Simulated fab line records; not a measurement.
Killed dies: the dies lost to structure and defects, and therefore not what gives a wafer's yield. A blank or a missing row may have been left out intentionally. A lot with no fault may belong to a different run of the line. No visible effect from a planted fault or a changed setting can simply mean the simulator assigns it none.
A lot that was struck, set against a sound lot + flow nandHarc + 15 steps out of a route of 1159
Sound: these wafers, L875.3, L875.4, L875.5. Struck: wafer L889.2. (L889.3, L889.4 of the same lot were not struck and are left out.) The cause comes at the end.
Order at every step that has rows: each side's tool, ch and its chambers, its first start. Under that, the readings that differ: sound wafers + struck wafers + difference of the means + sigmas: that difference in standard deviations of wafers without a fault.
alike: readings whose means differ by less than 2 such deviations, and words and numbers that are the same on both sides. not compared: withheld readings, readings that some wafer has no value for, bounds like >300 that may hide the same value, and numbers for which the record gives no deviation and whose values overlap.
Wherever a step has rows on one side only, a row that says differs or no value, or a row with sigmas, the two part there. Numbers that have no deviation but don't overlap get no sigmas and don't part them. A reading that every wafer of one side lacks parts them only if that side has two wafers or more.

NHARC_THIN_TSV_DEP_43: deposits SiO2, target thk 1328.5 nm.
  sound on pecvd-02 ch 0,1, day 19 11:17; struck on pecvd-01 ch 0, day 23 03:16
| reading              | sound          | struck | difference | sigmas |
|----------------------|----------------|--------|------------|--------|
| throttleValvePct (%) | 16.8 16.5 16.8 | 14.9   | -1.8       | -3     |
then, 8 steps without rows for these wafers: NHARC_THIN_TSV_DEHYDRATE_04 (time 120 s); NHARC_THIN_TSV_HMDS_05 (time 30 s); NHARC_THIN_TSV_COAT_06; NHARC_THIN_TSV_SOFTBAKE_07 (time 95 s); NHARC_THIN_TSV_EBR_08; NHARC_THIN_TSV_EXPOSE_09 (exposes mask TSV); NHARC_THIN_TSV_PEB_10 (peb time 85 s); NHARC_THIN_TSV_DEVELOP_11 (time 70 s).
NHARC_THIN_TSV_CD_MEAS_12 targets a cd of 1000 nm.
  sound on cdSem-03 ch 0, day 19 12:01; struck on cdSem-03 ch 0, day 23 03:56
  alike: cdNm
then, 1 step without rows for these wafers: NHARC_THIN_TSV_HARDBAKE_13 (time 80 s).
NHARC_THIN_TSV_DESCUM_14: chemistry O2, time 3 s.
  sound on rieDiel-06 ch 2,3, day 19 12:11; struck on rieDiel-06 ch 3, day 23 04:06
  alike: drypumpMotorCurrentA, oesProductAu, rfVppV, showerheadPlenumPTorr, throttleValvePct
  not compared: rfHoursCounterH
NHARC_THIN_TSV_ETCH_44: etches the open film in CF4/O2, target depth 1594.2 nm, time 797.1 s.
  sound on rieDiel-06 ch 0,1, day 19 12:22; struck on rieDiel-06 ch 0, day 23 04:11
| reading             | sound             | struck | difference | sigmas |
|---------------------|-------------------|--------|------------|--------|
| oesProductAu (a.u.) | 1.000 0.991 1.011 | 1.086  | +0.085     | +12    |
| rfFwdPowerW (W)     | 299.9 299.2 299.6 | 334.8  | +35.2      | +41    |
  alike: drypumpMotorCurrentA, rfVppV, showerheadPlenumPTorr, throttleValvePct
  not compared: rfHoursCounterH
NHARC_THIN_TSV_ETCH_15: target depth 3000 nm, bosch target overetch cycles 2, bosch etch step 2.8 s.
  sound on rieSi-01 ch 2,3, day 19 12:53; struck on rieSi-01 ch 0, day 23 04:46
| reading                  | sound       | struck | difference | sigmas |
|--------------------------|-------------|--------|------------|--------|
| drypumpMotorCurrentA (A) | 5.7 6.4 5.7 | 4.9    | -1.0       | -2     |
  alike: heBacksideLeakSccm
  not compared: rfHoursCounterH
NHARC_END_SORT_01:
  sound on prober-02 ch 0, day 20 14:14; struck on prober-01 ch 0, day 24 01:09
| reading           | sound | struck | difference | sigmas |
|-------------------|-------|--------|------------|--------|
| killedAtPeriphery | 2 0 1 | 11     | +10        | +3     |
  alike: defectLimitedYield, killedAtArray, killedAtOther, killedDies, killedOpen, killedShort, sort_bin_2_pct, sort_bin_3_pct, sort_bin_4_pct, sortNPass, sortRimYieldPct, sortYieldPct

## WHERE THEY PART
First at NHARC_THIN_TSV_DEP_43; last, within this record, at NHARC_END_SORT_01.

WHY: what had been put in by the simulator
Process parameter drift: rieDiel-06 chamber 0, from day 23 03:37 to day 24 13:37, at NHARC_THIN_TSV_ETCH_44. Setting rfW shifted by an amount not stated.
